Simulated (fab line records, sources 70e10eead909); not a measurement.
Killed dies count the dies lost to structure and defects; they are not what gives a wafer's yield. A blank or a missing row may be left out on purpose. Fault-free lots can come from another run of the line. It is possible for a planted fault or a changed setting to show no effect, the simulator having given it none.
3 desks, one fault ; flow nand_harc ; each desk holds nothing but its own numbers, with what lay behind them at the end

THE DEFECT DESK
Lot by lot, what the route's inspections counted, given as the mean of those sampled wafers with a number. Any lot whose mean is over 4 standard deviations away from the usual mean is out of limits and marked OUT; that distance is given in the brackets.
Columns: A = raw_defect_count at NHARC_A_STAIRCASE_INSPECT_155, usual 363
lot;first seen here;A
L323;day 13 02:58;521
L325;day 14 07:19;392
L324;day 14 07:32;307
L326;day 14 07:43;565
L327;day 14 20:03;201
L328;day 14 20:23;355
L332;day 16 09:50;273
L338;day 17 16:58;343
L342;day 18 22:25;381
L343;day 18 23:55;318
L346;day 19 11:04;202
L345;day 19 19:53;407
This desk's verdict: no lot among the 12 shows anything out of limits.

THE METROLOGY DESK
Means of the sampled wafers that have a number, per lot and without regard to the tool the lot ran on: this is what the gauges read. Any lot whose mean is over 4 standard deviations away from the usual mean is out of limits and marked OUT; that distance is given in the brackets.
Columns: A = cd_nm at NHARC_A_SGD_CUT_CD_MEAS_09, usual 100.0 nm
lot;first seen here;A
L323;day 13 03:44;100.1
L325;day 14 08:07;99.6
L324;day 14 08:31;100.0
L326;day 14 08:41;100.4
L327;day 14 20:52;99.4
L328;day 14 21:12;99.7
L332;day 16 10:30;100.3
L338;day 17 17:46;99.6
L342;day 18 23:12;111.9 (+20) OUT
L343;day 19 00:34;107.8 (+13) OUT
L346;day 19 12:04;100.5
L345;day 19 20:41;100.4
This desk's verdict: out of limits on L342, L343, starting with L342 at day 18 23:12 (cd_nm at NHARC_A_SGD_CUT_CD_MEAS_09). L323, L325, L324, L326, L327, L328, L332, L338, L346, L345: within limits.

AT THE TOOL OWNER'S DESK: arfi_scanner-01
The tool's own readings at NHARC_A_SGD_CUT_EXPOSE_06 (exposes mask SGD): means of the sampled wafers that have a number, for each lot that ran on this tool. Any lot whose mean is over 4 standard deviations away from the usual mean is out of limits and marked OUT; that distance is given in the brackets.
Columns: A = exposure_dose_mJ_cm2 at NHARC_A_SGD_CUT_EXPOSE_06, usual 85.58; B = reticle_temp_C at NHARC_A_SGD_CUT_EXPOSE_06, usual 23.04 C
lot;first seen here;A;B
L324;day 14 08:23;85.59;22.98
L327;day 14 20:43;85.61;23.09
L342;day 18 23:04;99.92 (+99 or more) OUT;22.83
L343;day 19 00:26;94.71 (+99 or more) OUT;23.04
This desk's verdict: out of limits on L342, L343, starting with L342 at day 18 23:04 (exposure_dose_mJ_cm2 at NHARC_A_SGD_CUT_EXPOSE_06). L324, L327: within limits.

ALL TOGETHER
On L342, L343, at day 18 23:04, an alarm was possible from the tool owner's desk.
L342, L343 would have let the metrology desk raise an alarm at day 18 23:12.
No out-of-limits result turned up at the defect desk.
The defect desk has L342, L343 on record, within its limits.
Of the lots named, all ran NHARC_A_SGD_CUT_EXPOSE_06 on arfi_scanner-01.

WHAT HAD BEEN PUT IN BY THE SIMULATOR
Drift in process parameters on arfi_scanner-01 at NHARC_A_SGD_CUT_EXPOSE_06, starting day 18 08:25. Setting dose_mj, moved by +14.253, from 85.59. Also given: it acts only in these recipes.
Lots struck among those shown: L342, L343.
Delay (hours) between the fault's onset and each desk's first out-of-limits reading: 15 at the tool owner's desk, 15 at the metrology desk.
